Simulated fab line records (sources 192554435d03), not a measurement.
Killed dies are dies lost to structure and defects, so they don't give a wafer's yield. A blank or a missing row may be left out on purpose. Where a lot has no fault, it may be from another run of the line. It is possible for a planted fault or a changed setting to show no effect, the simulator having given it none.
Chamber matching    flow n5-finfet    N5_MOL_CONTACT_COAG_CO_FILL_22 on cvd-co-01 has 3 sister chambers
The step material Co, precursor CCTBA/H2, target thk 20 nm. 6 wafers are shown with their chamber, then 8 later ones without.

== WAFERS PAIRED WITH THEIR CHAMBERS ==
wafer   chamber  heater-power-w (W)
L975.4  1        234
L975.5  2        225
L977.1  1        234
L977.2  2        231
L977.5  0        248
L978.1  0        245

== WAFERS WITH NO CHAMBER GIVEN ==
wafer   heater-power-w (W)
L978.3  235
L978.5  239
L980.3  245
L980.5  228
L980.6  247
L981.2  236
L981.3  230
L981.5  229

== THE CHAMBER EACH PASSED THROUGH ==
wafer    from the rows above       in truth
L978.3   1                         1
L978.5   can't be placed: 1 or 0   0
L980.3   0                         0
L980.5   2                         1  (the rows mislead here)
L980.6   0                         0
L981.2   1                         1
L981.3   can't be placed: 2 or 1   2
L981.5   can't be placed: 2 or 1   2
Correctly placed: 4 of 8. These rows do not allow placing 3 (true chamber among the candidates in 3). Wrongly placed: 1.
How it was worked out, from the rows above alone: a wafer's distance from a chamber is the root of the sum, over the readings, of the square of ((its reading less the chamber's mean) divided by the reading's scatter). If the next closest chamber is less than 2 further off than the closest, the wafer can't be placed; otherwise it belongs to the closest. A chamber's mean is the mean of its shown wafers. How the scatter is found: for the shown wafers, subtract from each reading the mean of its chamber, square and add these, divide the total by (wafers less chambers), then take the root.
